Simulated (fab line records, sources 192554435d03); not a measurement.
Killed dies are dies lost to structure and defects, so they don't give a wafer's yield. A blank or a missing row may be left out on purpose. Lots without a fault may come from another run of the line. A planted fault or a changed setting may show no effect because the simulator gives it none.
fab line records | flow n5_finfet
record lots=10 wafers=29 last_day=18
route steps=1938 shown BEOL_M3@1019 BEOL_M4@1021 PASSIVATION@1936
lots that met no fault: from a run of the same line without faults
start_h: hours from the record's first day to the start of the lot's first wafer shown | wait_h: hours since the lot's step before | " the same as in the row above | L1.1+2: a row that stands for several wafers | - no value, or no start given | * or withheld: withheld | < > ~ a bound
route shown NAME@n: a module of which the file shows steps, and the number in the route of the first | usual: mean/standard deviation of fault-free wafers | same: alike in all rows | chamber/n: place in a boat | sites: the reading at each site | _std_site: their standard deviation | _edge_site: outer sites' mean less inner sites' | radius_mm: how far each site lies from the wafer's centre | mask NAME#n: copy n | behind: the tool/chamber that last shaped the wafer | hold: why the lot was held/for how many hours/how that ended | device: the transistor (n, p or np) that didn't switch | end of line: the same wafers' tests at the end of the route | a step without rows: its recipe alone | killed: dies lost to structure and defects at the first sort, not the wafer's yield | map: a wafer's dies, x killed, . not, _ none there
set.NAME: the setting as run; set.NAME@STEP: as run at that earlier step | model.NAME: the simulator's own value behind a step, which no gauge read
steps of the route over a sample of lots; a table a step, a row a wafer
services: from which hour (start_h, from the record's first day; less than 0 if before it) a tool's chamber was out of use, for how many hours, and why
## steps
# step N5_BEOL_M3_RS_MEAS_58
# recipe thk_meas_gauge=four-point-probe reads=Co_of_BEOL_M3_CO_CAP_55+Cu_of_BEOL_M3_ECD_50+Co_of_BEOL_M3_CVD_47+TaN_of_BEOL_M3_ALD_84
# usual M3_RS=0.69/0.04
# columns lot.wafer tool chamber start_h wait_h M3_RS[ohm/sq]
L910.3 film_metro-01 - 173.34 0.1 0.76
L910.4 " - " " 0.71
L910.6 " - " " 0.65
L912.1 film_metro-02 - 176.21 0.0 0.66
L912.3 " - " " 0.66
L912.5 " - " " 0.64
L913.2 film_metro-02 - 185.05 0.1 0.69
L913.4 " - " " 0.66
L913.5 " - " " 0.64
L917.2 film_metro-01 - 212.78 0.1 0.73
L917.4 " - " " 0.63
L917.6 " - " " 0.68
L918.2 film_metro-02 - 222.41 0.1 0.74
L918.4 " - " " 0.66
L918.5 " - " " 0.65
L920.3 film_metro-01 - 234.40 0.1 0.68
L920.6 " - " " 0.72
L924.2 film_metro-01 - 248.03 0.1 0.71
L924.4 " - " " 0.70
L924.6 " - " " 0.75
L927.2 film_metro-01 - 271.49 0.1 0.74
L927.5 " - " " 0.66
L927.6 " - " " 0.68
L928.3 film_metro-01 - 276.32 0.1 0.78
L928.4 " - " " 0.67
L928.5 " - " " 0.75
L931.1 film_metro-01 - 308.62 0.0 0.81
L931.2 " - " " 0.69
L931.3 " - " " 0.69
# step N5_BEOL_M4_ILD_DEP_00
# recipe material=SiOC target_thk_a=790 temp_c=350 precursor=DEMS/O2 pressure_torr=5 rf_w=500 time_s=15.3
# usual chamber_pressure_Torr=4.999/0.01 heater_power_w=491/71 showerhead_plenum_p_Torr=5.694/0.017 susceptor_temp_C=350.00/0.22 throttle_valve_pct=11.9/0.78
# columns lot.wafer tool chamber start_h wait_h chamber_pressure_Torr heater_power_w showerhead_plenum_p_Torr since_wet_clean_h susceptor_temp_C throttle_valve_pct
L910.3 pecvd-02 1 173.40 0.0 4.998 417 5.714 1965 349.94 13.1
L910.4 " 1 " " 4.996 427 5.708 - 349.85 13.1
L910.6 " 0 " " 4.986 493 5.700 - 350.05 12.2
L912.1 pecvd-01 0 176.27 0.0 5.005 574 5.709 699 349.61 11.2
L912.3 " 2 " " 4.998 404 5.701 2149 350.15 12.2
L912.5 " 0 " " 5.006 554 5.672 - 349.94 11.2
L913.2 pecvd-02 0 185.11 0.0 5.025 462 5.700 1251 349.52 12.0
L913.4 " 2 " " 4.995 467 5.714 - 350.12 11.6
L913.5 " 1 " " 4.991 402 5.716 - 350.03 12.8
L917.2 pecvd-03 2 212.84 0.0 4.988 607 5.723 344 349.77 11.1
L917.4 " 1 " " 4.986 429 5.646 - 350.01 12.2
L917.6 " 2 " " 4.991 606 5.704 - 349.88 11.4
L918.2 pecvd-02 0 222.47 0.0 5.005 496 5.714 1289 350.15 12.4
L918.4 " 2 " " 5.004 380 5.710 - 349.76 11.6
L918.5 " 0 " " 5.007 518 5.687 - 350.08 12.1
L920.3 pecvd-02 1 234.46 0.0 4.989 454 5.722 2026 350.19 12.8
L920.6 " 0 " " 4.997 508 5.700 - 346.11 12.0
L924.2 pecvd-01 1 248.09 0.0 4.996 472 5.691 1496 349.89 12.7
L924.4 " 2 " " 4.990 486 5.662 - 349.62 10.5
L924.6 " 0 " " 4.997 597 5.691 - 350.07 11.1
L927.2 pecvd-01 0 271.55 0.0 4.991 597 5.682 794 350.08 11.2
L927.5 " 0 " " 5.003 609 5.693 - 349.81 11.2
L927.6 " 2 " " 4.981 395 5.696 - 350.04 10.5
L928.3 pecvd-01 2 276.39 0.0 5.016 458 5.682 45 349.72 10.6
L928.4 " 2 " " 4.991 483 5.681 - 350.06 10.6
L928.5 " 1 " " 4.999 413 5.684 - 349.88 12.5
L931.1 pecvd-01 0 308.69 0.0 4.992 494 5.699 831 349.92 11.1
L931.2 " 2 " " 4.988 488 5.685 77 349.76 10.6
L931.3 " 1 " " 5.001 467 5.694 1556 349.88 12.9
# step N5_BEOL_M4_THK_MEAS_01
# recipe reads=SiOC_of_BEOL_M4_ILD_DEP_00
# usual M4_ILD_THK=78.9/1.3
# columns lot.wafer tool chamber start_h wait_h M4_ILD_THK[nm]
L910.3 film_metro-02 - 173.47 0.1 77.6
L910.4 " - " " 79.5
L910.6 " - " " 80.9
L912.1 film_metro-02 - 176.34 0.0 78.7
L912.3 " - " " 78.1
L912.5 " - " " 79.9
L913.2 film_metro-02 - 185.18 0.1 79.8
L913.4 " - " " 79.6
L913.5 " - " " 78.5
L917.2 film_metro-01 - 212.91 0.1 77.1
L917.4 " - " " 80.3
L917.6 " - " " 77.5
L918.2 film_metro-01 - 222.54 0.1 80.0
L918.4 " - " " 79.1
L918.5 " - " " 81.6
L920.3 film_metro-01 - 234.53 0.1 77.6
L920.6 " - " " 82.2
L924.2 film_metro-01 - 248.16 0.1 77.7
L924.4 " - " " 78.8
L924.6 " - " " 77.4
L927.2 film_metro-01 - 271.62 0.1 77.8
L927.5 " - " " 78.8
L927.6 " - " " 80.2
L928.3 film_metro-01 - 276.45 0.1 78.7
L928.4 " - " " 78.9
L928.5 " - " " 77.0
L931.1 film_metro-01 - 308.75 0.0 78.2
L931.2 " - " " 79.1
L931.3 " - " " 76.8
# step N5_BEOL_M4_HM_DEP_02
# recipe material=TiN target_thk_a=200 temp_c=25 chamber_pressure_pa=0.49996
# usual susceptor_temp_C=25.01/0.093 throttle_valve_pct=30.5/0.82
# columns lot.wafer tool chamber start_h wait_h susceptor_temp_C throttle_valve_pct
L910.3 pvd_sputter-03 - 175.05 1.5 24.90 31.8
L910.4 " - " " 24.81 29.8
L910.6 " - " " 24.86 29.6
L912.1 pvd_sputter-03 - 178.55 2.2 24.87 32.0
L912.3 " - " " 24.95 29.2
L912.5 " - " " 25.03 29.1
L913.2 pvd_sputter-03 - 186.77 1.5 25.02 32.2
L913.4 " - " " 25.21 29.7
L913.5 " - " " 24.94 29.7
L917.2 pvd_sputter-03 - 213.62 0.7 25.08 29.7
L917.4 " - " " 25.05 30.9
L917.6 " - " " 24.88 28.8
L918.2 pvd_sputter-03 - 223.10 0.5 24.99 32.1
L918.4 " - " " 24.96 28.8
L918.5 " - " " 25.02 29.5
L920.3 pvd_sputter-02 - 238.05 3.5 25.00 30.2
L920.6 " - " " 24.93 30.7
L924.2 pvd_sputter-02 - 250.49 2.3 24.91 30.3
L924.4 " - " " 24.83 30.6
L924.6 " - " " 25.05 30.6
L927.2 pvd_sputter-02 - 272.47 0.8 25.07 30.6
L927.5 " - " " 24.99 30.7
L927.6 " - " " 25.09 30.5
L928.3 pvd_sputter-02 - 278.95 2.4 25.06 29.8
L928.4 " - " " 24.95 30.7
L928.5 " - " " 25.04 30.7
L931.1 pvd_sputter-01 - 308.95 0.1 24.96 31.8
L931.2 " - " " 24.95 30.1
L931.3 " - " " 24.81 30.4
# step N5_BEOL_M4_RC_MEAS_101
# usual DIBL_N=35.4/2.1 DIBL_P=34.8/2.6 IOFF_N=0.15/0.037 IOFF_P=0.19/0.037 ION_N=677/16 ION_P=462/9.3 SS_N=71.4/0.75 SS_P=72.9/0.77 VT_N=250/3.7 VT_P=-251/3.5
# columns lot.wafer tool chamber start_h wait_h DIBL_N[mV/V] DIBL_P[mV/V] IOFF_N[nA/um] IOFF_P[nA/um] ION_N[uA/um] ION_P[uA/um] SS_N[mV/dec] SS_P[mV/dec] VT_N[mV] VT_P[mV]
L910.3 prober-02 0 183.90 0.3 34.8 32.0 0.13 0.19 679 472 70.9 72.6 250 -248
L910.4 " 0 " " 35.0 32.7 0.14 0.20 682 478 71.0 72.5 249 -250
L910.6 " 0 " " 33.1 30.1 0.11 0.17 672 470 70.0 72.6 253 -251
L912.1 prober-02 0 198.45 0.2 34.7 35.4 0.15 0.18 697 463 70.7 72.6 249 -256
L912.3 " 0 " " 31.1 31.0 0.09 0.13 665 461 70.3 71.1 256 -256
L912.5 " 0 " " 35.3 35.7 0.14 0.19 679 464 71.1 72.5 249 -252
L913.2 prober-02 0 200.94 0.2 39.0 37.7 0.24 0.23 679 456 72.0 74.2 245 -248
L913.4 " 0 " " 32.9 31.1 0.12 0.15 672 463 70.8 72.4 255 -252
L913.5 " 0 " " 37.2 35.9 0.20 0.21 688 465 72.7 73.9 245 -248
L917.2 prober-01 0 226.06 0.2 35.4 34.8 0.16 0.21 662 463 71.6 72.6 246 -248
L917.4 " 0 " " 33.4 32.0 0.12 0.17 666 464 71.6 72.0 251 -251
L917.6 " 0 " " 37.0 37.2 0.20 0.26 682 465 73.0 73.6 245 -245
L918.2 prober-01 0 230.56 0.2 34.5 34.6 0.13 0.17 684 464 71.4 72.2 252 -252
L918.4 " 0 " " 36.8 37.8 0.15 0.20 669 453 71.6 73.7 251 -255
L918.5 " 0 " " 36.8 36.9 0.16 0.19 668 457 71.8 73.4 249 -253
L920.3 prober-02 0 251.52 0.3 34.3 34.2 0.13 0.17 660 454 71.3 71.9 251 -253
L920.6 " 0 " " 32.7 31.6 0.11 0.14 669 457 70.9 72.1 253 -254
L924.2 prober-02 0 260.80 0.2 38.6 39.2 0.20 0.24 681 474 72.1 73.5 248 -249
L924.4 " 0 " " 33.9 33.0 0.12 0.15 668 460 71.0 72.4 252 -255
L924.6 " 0 " " 39.1 38.8 0.18 0.23 672 464 71.7 73.8 251 -251
L927.2 prober-01 0 283.74 0.2 33.2 32.4 0.11 0.15 670 451 70.2 72.3 255 -254
L927.5 " 0 " " 36.7 37.0 0.16 0.20 692 469 71.6 73.0 251 -251
L927.6 " 0 " " 34.9 35.9 0.14 0.20 669 463 70.1 73.3 251 -251
L928.3 prober-01 0 286.65 0.3 36.2 36.9 0.18 0.22 694 472 72.3 72.9 247 -249
L928.4 " 0 " " 37.5 38.8 0.21 0.25 697 472 72.2 73.3 246 -249
L928.5 " 0 " " 37.8 38.8 0.20 0.24 696 471 72.2 73.0 245 -245
L931.1 prober-01 0 327.31 0.0 35.5 35.0 0.15 0.23 676 468 71.7 73.1 254 -243
L931.2 " 0 " " 32.7 31.9 0.11 0.18 672 472 70.3 71.7 254 -247
L931.3 " 0 " " 35.4 36.6 0.16 0.25 688 474 71.5 72.9 249 -244
# step N5_PASSIVATION_PROBE_49
# usual defect_limited_yield=90.5/1.7 killed_at_M0_to_M3=37/12 killed_at_M4_up=14/5.2 killed_at_contacts=12/5.9 killed_at_front_end=45/14 killed_at_other=3.5/2.8 killed_dies=112/21 killed_on_rim=15/4.5 killed_open=73/15 killed_short=36/8.9 sort_bin_5_function=5.6/1.2 sort_bin_6_memory=3.5/0.68 sort_bin_8_speed=0.01/0.1 sort_n_pass=1068/21 sort_yield_pct=90.5/1.8
# same gross_dies=1180 killed_at_back_side=0 sort_bin_4_leakage[%]=0
# columns lot.wafer tool chamber start_h wait_h defect_limited_yield[%] killed_at_M0_to_M3 killed_at_M4_up killed_at_contacts killed_at_front_end killed_at_other killed_dies killed_on_rim killed_open killed_short sort_bin_5_function[%] sort_bin_6_memory[%] sort_bin_8_speed[%] sort_n_pass sort_yield_pct[%]
L910.3 prober-02 - 301.02 0.1 91.2 26 22 7 48 1 104 10 55 46 5.2 3.2 0 1076 91.2
L910.4 prober-02 - 301.07 0.2 91.2 32 22 3 46 1 104 10 58 43 4.3 4.2 0 1076 91.2
L910.6 prober-02 - 301.17 0.3 93.1 25 18 4 30 4 81 12 50 30 3.8 2.7 0 1099 93.1
L912.1 prober-01 - 307.87 0.0 92.2 23 9 12 42 6 92 12 58 31 4.3 2.8 0 1088 92.2
L912.3 prober-01 - 307.97 0.1 91.9 34 14 15 32 0 95 8 55 37 5.3 2.4 0 1085 91.9
L912.5 prober-01 - 308.07 0.2 90.4 38 18 17 34 6 113 18 78 28 5.3 3.8 0 1067 90.4
L913.2 prober-01 - 322.17 0.1 90.1 36 25 15 37 4 117 11 76 36 5.6 3.8 0 1063 90.1
L913.4 prober-01 - 322.27 0.2 89.2 32 25 18 52 1 128 17 74 49 5.8 4.2 0 1052 89.2
L913.5 prober-01 - 322.32 0.2 89.9 45 13 12 45 4 119 20 74 44 5.9 3.7 0 1061 89.9
L917.2 prober-02 - 332.77 0.1 91.9 41 15 5 35 0 96 14 67 24 4.5 3.3 0 1084 91.9
L917.4 prober-02 - 332.87 0.2 90.5 28 12 12 58 2 112 14 82 26 5.3 4.0 0 1068 90.5
L917.6 prober-02 - 332.97 0.3 92.5 29 27 7 24 2 89 11 68 18 4.3 3.1 0 1091 92.5
L918.2 prober-01 - 342.66 0.1 91.9 25 12 11 42 5 95 18 53 32 4.2 2.8 0 1085 91.9
L918.4 prober-01 - 342.76 0.2 93.0 23 10 3 46 1 83 8 55 26 4.4 2.5 0 1097 93.0
L918.5 prober-01 - 342.81 0.2 93.0 27 9 8 38 1 83 15 50 30 4.3 2.4 0 1097 93.0
L920.3 prober-02 - 361.18 0.1 89.3 26 11 10 75 4 126 21 84 38 6.9 3.6 0 1054 89.3
L920.6 prober-02 - 361.33 0.3 92.0 17 8 11 57 1 94 16 54 37 5.1 2.5 0 1086 92.0
L924.2 prober-02 - 374.91 0.1 88.6 53 15 25 37 5 135 21 97 35 6.5 4.6 0 1045 88.6
L924.4 prober-02 - 375.01 0.2 86.7 66 17 25 45 4 157 18 97 55 8.3 4.5 0.08 1023 86.7
L924.6 prober-02 - 375.11 0.3 86.9 70 9 24 49 2 154 25 98 48 7.3 4.8 0 1026 86.9
L927.2 prober-01 - 391.50 0.1 85.4 60 12 18 77 5 172 22 114 54 10.0 4.2 0 1008 85.4
L927.5 prober-01 - 391.65 0.2 87.5 52 9 18 65 4 148 28 97 49 7.8 4.2 0 1032 87.5
L927.6 prober-01 - 391.70 0.3 89.6 38 12 12 57 4 123 15 78 39 6.2 3.9 0 1057 89.6
L928.3 prober-02 - 396.53 0.1 90.7 51 11 13 32 3 110 14 72 36 5.6 3.4 0 1070 90.7
L928.4 prober-02 - 396.58 0.2 91.0 45 10 11 37 3 106 17 63 32 5.2 3.1 0 1074 91.0
L928.5 prober-02 - 396.63 0.2 90.0 53 11 9 39 6 118 14 78 38 6.1 3.6 0 1062 90.0
L931.1 prober-01 - 436.39 0.0 91.9 48 15 8 23 1 95 10 51 40 4.7 3.1 0.08 1085 91.9
L931.2 prober-01 - 436.44 0.1 94.8 18 12 11 18 2 61 13 39 21 3.2 1.6 0 1119 94.8
L931.3 prober-01 - 436.49 0.1 91.9 43 11 7 32 2 95 12 66 26 4.7 2.8 0 1085 91.9
# killed by level:class
L910.3 BEOL_M0_SAQP:geometric_particle:short=8 FIN_SAQP:geometric_particle:short=7 STI_FIN_REVEAL:geometric_particle:open=7 GATE_CUT:geometric_particle:short=7 FIN_SAQP:geometric_particle:open=6 STI_FIN_REVEAL:geometric_particle:short=5 DUMMY_GATE:geometric_particle:open=5 BEOL_M4:geometric_particle:open=5
L910.4 FIN_SAQP:geometric_particle:short=10 BEOL_M3:geometric_particle:open=9 STI_FIN_REVEAL:geometric_particle:open=8 BEOL_M1:geometric_particle:open=6 FIN_SAQP:geometric_particle:open=5 GATE_CUT:geometric_particle:short=5 GATE_CUT:geometric_particle:open=4 BEOL_M0_SAQP:geometric_particle:short=4
L910.6 BEOL_M2:geometric_particle:open=13 BEOL_M4:geometric_particle:open=8 FIN_SAQP:geometric_particle:short=5 FIN_SAQP:geometric_particle:open=4 ILD0:geometric_particle:short=4 GATE_CUT:geometric_particle:short=4 BEOL_M3:geometric_particle:short=4 STARTING-WAFER:geometric_particle:open=4
L912.1 MOL_CONTACT_COAG:geometric_particle:open=11 DUMMY_GATE:geometric_particle:open=7 FIN_SAQP:geometric_particle:open=5 STI_FIN_REVEAL:geometric_particle:open=5 GATE_CUT:geometric_particle:open=5 GATE_CUT:geometric_particle:short=5 BEOL_M0_SAQP:geometric_particle:open=5 FIN_SAQP:geometric_particle:short=4
L912.3 MOL_CONTACT_COAG:geometric_particle:open=11 BEOL_M0_SAQP:geometric_particle:short=9 BEOL_M0_SAQP:geometric_particle:open=7 BEOL_M4:geometric_particle:open=7 ILD0:geometric_particle:short=6 FIN_SAQP:geometric_particle:short=5 STI_FIN_REVEAL:geometric_particle:open=5 BEOL_M1:geometric_particle:open=5
L912.5 MOL_CONTACT_COAG:geometric_particle:open=15 BEOL_M0_SAQP:geometric_particle:open=10 BEOL_M2:geometric_particle:open=7 STI_FIN_REVEAL:geometric_particle:open=6 DUMMY_GATE:geometric_particle:open=6 BEOL_M0_SAQP:geometric_particle:short=6 BEOL_M3:geometric_particle:open=5 PAD_METAL:geometric_particle:open=5
L913.2 BEOL_M2:geometric_particle:open=13 BEOL_M4:geometric_particle:open=13 MOL_CONTACT_COAG:geometric_particle:open=11 FIN_SAQP:geometric_particle:open=10 BEOL_M0_SAQP:geometric_particle:short=8 STI_FIN_REVEAL:geometric_particle:open=7 BEOL_M0_SAQP:geometric_particle:open=6 GATE_CUT:geometric_particle:open=5
L913.4 FIN_SAQP:geometric_particle:open=12 STI_FIN_REVEAL:geometric_particle:open=12 MOL_CONTACT_COAG:geometric_particle:open=11 BEOL_M3:geometric_particle:short=10 BEOL_M4:geometric_particle:open=9 FIN_SAQP:geometric_particle:short=8 MOL_CONTACT_COAG:geometric_particle:short=7 BEOL_M0_SAQP:geometric_particle:open=6
L913.5 FIN_SAQP:geometric_particle:open=11 BEOL_M0_SAQP:geometric_particle:short=11 MOL_CONTACT_COAG:geometric_particle:open=9 BEOL_M0_SAQP:geometric_particle:open=9 FIN_SAQP:geometric_particle:short=8 STI_FIN_REVEAL:geometric_particle:open=8 BEOL_M2:geometric_particle:open=6 BEOL_M3:geometric_particle:open=6
L917.2 BEOL_M0_SAQP:geometric_particle:open=8 BEOL_M2:geometric_particle:open=8 STI_FIN_REVEAL:geometric_particle:open=7 BEOL_M0_SAQP:geometric_particle:short=7 BEOL_M3:geometric_particle:open=6 FIN_SAQP:geometric_particle:short=5 BEOL_M4:geometric_particle:open=5 STARTING-WAFER:geometric_particle:open=5
L917.4 STI_FIN_REVEAL:geometric_particle:open=16 FIN_SAQP:geometric_particle:open=12 MOL_CONTACT_COAG:geometric_particle:open=11 BEOL_M2:geometric_particle:open=11 FIN_SAQP:geometric_particle:short=6 STARTING-WAFER:geometric_particle:open=6 BEOL_M0_SAQP:geometric_particle:open=5 DUMMY_GATE:geometric_particle:open=4
L917.6 BEOL_M4:geometric_particle:open=15 BEOL_M2:geometric_particle:open=14 STI_FIN_REVEAL:geometric_particle:open=7 FIN_SAQP:geometric_particle:open=4 MOL_CONTACT_COAG:geometric_particle:short=4 BEOL_M1:geometric_particle:open=4 DUMMY_GATE:geometric_particle:open=3 MOL_CONTACT_COAG:geometric_particle:open=3
L918.2 MOL_CONTACT_COAG:geometric_particle:open=10 HKMG_FIN:area_etch=9 FIN_SAQP:geometric_particle:short=6 GATE_CUT:geometric_particle:short=6 FIN_SAQP:geometric_particle:open=5 BEOL_M0_SAQP:geometric_particle:open=5 BEOL_M4:geometric_particle:open=5 BEOL_M1:geometric_particle:open=5
L918.4 FIN_SAQP:geometric_particle:open=16 FIN_SAQP:geometric_particle:short=8 STI_FIN_REVEAL:geometric_particle:open=5 GATE_CUT:geometric_particle:short=5 BEOL_M0_SAQP:geometric_particle:open=5 BEOL_M4:geometric_particle:open=5 BEOL_M2:geometric_particle:open=4 DUMMY_GATE:geometric_particle:open=3
L918.5 STI_FIN_REVEAL:geometric_particle:open=7 GATE_CUT:geometric_particle:short=6 BEOL_M2:geometric_particle:open=6 BEOL_M3:geometric_particle:open=6 FIN_SAQP:geometric_particle:short=5 MOL_CONTACT_COAG:geometric_particle:short=5 BEOL_M0:geometric_particle:open=5 FIN_SAQP:geometric_particle:open=4
L920.3 STI_FIN_REVEAL:geometric_particle:open=23 GATE_CUT:geometric_particle:short=11 FIN_SAQP:geometric_particle:open=9 BEOL_M2:geometric_particle:open=9 MOL_CONTACT_COAG:geometric_particle:open=8 BEOL_M0_SAQP:geometric_particle:open=7 FIN_SAQP:geometric_particle:short=6 GATE_CUT:geometric_particle:open=6
L920.6 STI_FIN_REVEAL:geometric_particle:open=11 MOL_CONTACT_COAG:geometric_particle:open=10 FIN_SAQP:geometric_particle:short=8 GATE_CUT:geometric_particle:short=7 FIN_SAQP:geometric_particle:open=6 GATE_CUT:geometric_particle:open=6 STARTING-WAFER:geometric_particle:open=5 BEOL_M0_SAQP:geometric_particle:short=5
L924.2 MOL_CONTACT_COAG:geometric_particle:open=20 BEOL_M0_SAQP:geometric_particle:short=16 STI_FIN_REVEAL:geometric_particle:open=11 BEOL_M0_SAQP:geometric_particle:open=11 BEOL_M3:geometric_particle:open=9 FIN_SAQP:geometric_particle:open=7 BEOL_M1:geometric_particle:open=7 BEOL_M4:geometric_particle:open=7
L924.4 MOL_CONTACT_COAG:geometric_particle:open=21 BEOL_M0_SAQP:geometric_particle:short=15 BEOL_M3:geometric_particle:open=13 FIN_SAQP:geometric_particle:short=12 FIN_SAQP:geometric_particle:open=12 BEOL_M2:geometric_particle:open=10 BEOL_M0_SAQP:geometric_particle:open=9 BEOL_M4:geometric_particle:open=9
L924.6 MOL_CONTACT_COAG:geometric_particle:open=18 BEOL_M3:geometric_particle:open=14 BEOL_M0_SAQP:geometric_particle:open=13 FIN_SAQP:geometric_particle:short=12 FIN_SAQP:geometric_particle:open=12 BEOL_M0:geometric_particle:open=12 BEOL_M0_SAQP:geometric_particle:short=7 HKMG_FIN:area_etch=7
L927.2 STI_FIN_REVEAL:geometric_particle:open=40 BEOL_M3:geometric_particle:open=15 BEOL_M0_SAQP:geometric_particle:short=14 MOL_CONTACT_COAG:geometric_particle:open=13 BEOL_M0_SAQP:geometric_particle:open=11 FIN_SAQP:geometric_particle:short=9 STI_FIN_REVEAL:geometric_particle:short=6 GATE_CUT:geometric_particle:short=6
L927.5 STI_FIN_REVEAL:geometric_particle:open=28 BEOL_M0_SAQP:geometric_particle:short=17 MOL_CONTACT_COAG:geometric_particle:open=15 BEOL_M0_SAQP:geometric_particle:open=13 FIN_SAQP:geometric_particle:open=7 BEOL_M1:geometric_particle:open=7 FIN_SAQP:geometric_particle:short=6 STI_FIN_REVEAL:geometric_particle:short=6
L927.6 STI_FIN_REVEAL:geometric_particle:open=17 FIN_SAQP:geometric_particle:short=13 FIN_SAQP:geometric_particle:open=10 MOL_CONTACT_COAG:geometric_particle:open=9 BEOL_M0_SAQP:geometric_particle:short=9 BEOL_M0_SAQP:geometric_particle:open=9 BEOL_M2:geometric_particle:open=7 BEOL_M3:geometric_particle:open=7
L928.3 BEOL_M0_SAQP:geometric_particle:short=12 MOL_CONTACT_COAG:geometric_particle:open=11 BEOL_M3:geometric_particle:open=11 STI_FIN_REVEAL:geometric_particle:open=9 BEOL_M1:geometric_particle:open=8 BEOL_M0_SAQP:geometric_particle:open=7 FIN_SAQP:geometric_particle:short=6 BEOL_M0:geometric_particle:open=5
L928.4 BEOL_M0_SAQP:geometric_particle:open=11 BEOL_M3:geometric_particle:open=11 BEOL_M0_SAQP:geometric_particle:short=10 STI_FIN_REVEAL:geometric_particle:open=8 MOL_CONTACT_COAG:geometric_particle:open=7 HKMG_FIN:area_etch=6 DUMMY_GATE:geometric_particle:open=5 GATE_CUT:geometric_particle:short=5
L928.5 BEOL_M0_SAQP:geometric_particle:short=12 BEOL_M0_SAQP:geometric_particle:open=11 STI_FIN_REVEAL:geometric_particle:open=10 BEOL_M1:geometric_particle:open=9 BEOL_M3:geometric_particle:open=7 MOL_CONTACT_COAG:geometric_particle:open=6 GATE_CUT:geometric_particle:short=6 BEOL_M2:geometric_particle:open=6
L931.1 BEOL_M0_SAQP:geometric_particle:short=18 BEOL_M0_SAQP:geometric_particle:open=14 MOL_CONTACT_COAG:geometric_particle:open=7 BEOL_M3:geometric_particle:open=5 BEOL_M4:geometric_particle:open=5 FIN_SAQP:geometric_particle:short=4 BEOL_M2:geometric_particle:open=4 GATE_CUT:geometric_particle:short=3
L931.2 MOL_CONTACT_COAG:geometric_particle:open=8 FIN_SAQP:geometric_particle:short=7 BEOL_M4:geometric_particle:open=6 BEOL_M0_SAQP:geometric_particle:open=4 MOL_CONTACT_COAG:geometric_particle:short=3 BEOL_M0_SAQP:geometric_particle:short=3 BEOL_M3:geometric_particle:open=3 BEOL_M6:geometric_particle:open=3
L931.3 BEOL_M0_SAQP:geometric_particle:open=16 FIN_SAQP:geometric_particle:short=7 STI_FIN_REVEAL:geometric_particle:open=7 BEOL_M0_SAQP:geometric_particle:short=7 FIN_SAQP:geometric_particle:open=6 MOL_CONTACT_COAG:geometric_particle:open=6 DUMMY_GATE:geometric_particle:open=5 BEOL_M3:geometric_particle:open=5
## services
# columns tool chamber start_h hours kind
pecvd-03 - 161.43 0.3 repair
pecvd-01 2 202.38 - clean
pecvd-01 2 202.38 - consumable_replace:showerhead
pecvd-01 2 202.38 29.0 scheduled_down
pecvd-01 2 202.38 29.0 vent_cycle
pecvd-02 1 204.81 2.1 scheduled_down
pecvd-02 2 212.94 5.5 scheduled_down
pecvd-03 - 217.15 98.4 repair
pecvd-01 1 234.87 10.4 repair
pecvd-02 - 240.78 1.8 repair
pecvd-02 1 256.42 - calibration
pecvd-01 1 262.38 5.5 scheduled_down
pvd_sputter-02 - 288.91 7.9 repair
pecvd-02 2 301.11 4.4 repair
pvd_sputter-02 - 303.50 6.2 repair
## key
first_sign step=N5_BEOL_M4_ILD_DEP_00 reading=susceptor_temp_C direction=down sigmas=18 usual=* struck=*
effect none on later readings
met_at N5_BEOL_M4_ILD_DEP_00
struck_lots L920
struck_wafers L920.6
not_acting_at N5_BEOL_M3_RS_MEAS_58,N5_BEOL_M4_THK_MEAS_01,N5_BEOL_M4_HM_DEP_02
onset_between 222.47 234.46
fault kind=process_parameter_drift tool=pecvd-02 chamber=0 onset_h=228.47 steps=N5_BEOL_M4_ILD_DEP_00 channel=temp_c offset=* shape=step acts_in=* stated=*
